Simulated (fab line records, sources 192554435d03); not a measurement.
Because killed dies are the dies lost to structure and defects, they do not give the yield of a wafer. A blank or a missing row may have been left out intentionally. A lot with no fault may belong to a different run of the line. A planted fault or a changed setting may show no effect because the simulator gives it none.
Check for tools in common -- flow n5-finfet -- 8 lots, 24 wafers sampled

THE REASON FOR OPENING IT
On 2 of the 8 lots, a flag is raised at N5_PMOS_HMC_CHANNEL_EPI_INSPECT_30 on the reading raw-defect-count. Wafers without a fault read 17, standard deviation 6.5.
Rule: flag the lot when none of its wafers has a number, or when each of its wafers that has one lies beyond 4 standard deviations from that mean. The other lots count as sound.

lot,measured,on,"raw-defect-count, wafer by wafer",flag
L313,day 3 10:01,defect-inspect-01,11 8 28,
L316,day 4 02:41,defect-inspect-02,28 22 23,
L319,day 4 21:23,defect-inspect-02,17 6 24,
L320,day 5 02:50,defect-inspect-01,309 279 273,FLAGGED
L322,day 5 14:52,defect-inspect-02,358 314 310,FLAGGED
L328,day 7 02:13,defect-inspect-01,30 9 17,
L329,day 7 08:23,defect-inspect-02,18 13 13,
L330,day 7 14:44,defect-inspect-02,10 13 11,
The numbers of the flagged lots are 307 on average: +290 against the usual, or +45 standard deviations.

WHICH TOOL RAN EACH LOT
3 process steps preceding the reading are held in the record, out of 1938 steps in the route. Each cell gives the tool, then ch followed by the chambers the sampled wafers passed through, then the start.
lot,flag,N5_PMOS_HMC_CHANNEL_EPI_DESCUM_14,N5_PMOS_HMC_CHANNEL_EPI_PRECLEAN_40,N5_PMOS_HMC_CHANNEL_EPI_EPI_26
L313,,"rie-diel-04 ch 0,3, day 3 05:55","wet-bench-03 ch 0,3,5, day 3 09:28","epi-rpcvd-03 ch 0, day 3 09:41"
L316,,"rie-diel-04 ch 0,1,2, day 3 23:42","wet-bench-03 ch 2,4,5, day 4 02:00","epi-rpcvd-03 ch 0, day 4 02:05"
L319,,"rie-diel-02 ch 1,3, day 4 17:35","wet-bench-03 ch 2,4,7, day 4 20:49","epi-rpcvd-03 ch 0, day 4 20:58"
L320,FLAGGED,"rie-diel-02 ch 0,2,3, day 4 23:34","wet-bench-03 ch 2,3,4, day 5 02:16","epi-rpcvd-02 ch 0, day 5 02:22"
L322,FLAGGED,"rie-diel-03 ch 0,1,2, day 5 11:37","wet-bench-03 ch 2,6,7, day 5 14:18","epi-rpcvd-02 ch 0, day 5 14:23"
L328,,"rie-diel-04 ch 0,2,3, day 6 23:28","wet-bench-02 ch 0,1,4, day 7 01:46","epi-rpcvd-03 ch 0, day 7 01:56"
L329,,"rie-diel-04 ch 0,1, day 7 05:32","wet-bench-02 ch 1,2,4, day 7 07:50","epi-rpcvd-02 ch 0, day 7 07:55"
L330,,"rie-diel-03 ch 1,3, day 7 11:36","wet-bench-06 ch 0,2,7, day 7 14:17","epi-rpcvd-03 ch 0, day 7 14:22"
These steps, and what they do:
- N5_PMOS_HMC_CHANNEL_EPI_DESCUM_14: chemistry O2, time 7.9 s.
- N5_PMOS_HMC_CHANNEL_EPI_PRECLEAN_40: cleans in DHF, time 30 s.
- N5_PMOS_HMC_CHANNEL_EPI_EPI_26: deposits Si from SiH4/H2, target thk 3.8 nm, time 22.7 s.
- N5_PMOS_HMC_CHANNEL_EPI_INSPECT_30: inspects for defects (darkfield).

FLAGGED OVER TOTAL, TOOL BY TOOL (the gauges that took the reading come last)
step,tool,lots run,flagged,share of the flagged lots,sound lots run after its first flagged lot
N5_PMOS_HMC_CHANNEL_EPI_DESCUM_14,rie-diel-02,2,1,some,0
N5_PMOS_HMC_CHANNEL_EPI_DESCUM_14,rie-diel-03,2,1,some,1 (L330)
N5_PMOS_HMC_CHANNEL_EPI_DESCUM_14,rie-diel-04,4,0,none,-
N5_PMOS_HMC_CHANNEL_EPI_PRECLEAN_40,wet-bench-02,2,0,none,-
N5_PMOS_HMC_CHANNEL_EPI_PRECLEAN_40,wet-bench-03,5,2,all,0
N5_PMOS_HMC_CHANNEL_EPI_PRECLEAN_40,wet-bench-06,1,0,none,-
N5_PMOS_HMC_CHANNEL_EPI_EPI_26,epi-rpcvd-02,3,2,all,1 (L329)
N5_PMOS_HMC_CHANNEL_EPI_EPI_26,epi-rpcvd-03,5,0,none,-
N5_PMOS_HMC_CHANNEL_EPI_INSPECT_30,defect-inspect-01,3,1,some,1 (L328)
N5_PMOS_HMC_CHANNEL_EPI_INSPECT_30,defect-inspect-02,5,1,some,"2 (L329,L330)"

THE TABLE: WHAT IT ALLOWS
Every flagged lot went through 2 rows of the table: wet-bench-03 at N5_PMOS_HMC_CHANNEL_EPI_PRECLEAN_40 and epi-rpcvd-02 at N5_PMOS_HMC_CHANNEL_EPI_EPI_26.
- wet-bench-03 at N5_PMOS_HMC_CHANNEL_EPI_PRECLEAN_40 ran 5 lots, 2 of them flagged. It ran its last sound lot, L319, at day 4 20:49 and its first flagged lot, L320, at day 5 02:16: a fault with its onset between the two fits.
- epi-rpcvd-02 at N5_PMOS_HMC_CHANNEL_EPI_EPI_26 ran 3 lots, 2 of them flagged. Lots that were sound ran on it after the first flagged one (L329); a persistent fault on the entire tool would not allow that.
One tool is left: wet-bench-03 at N5_PMOS_HMC_CHANNEL_EPI_PRECLEAN_40.

WHAT HAD BEEN PUT IN BY THE SIMULATOR
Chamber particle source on wet-bench-03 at N5_PMOS_HMC_CHANNEL_EPI_PRECLEAN_40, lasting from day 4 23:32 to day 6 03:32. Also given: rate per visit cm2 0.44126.
Lots struck among those shown: L320, L322. This agrees with what the rule above found.
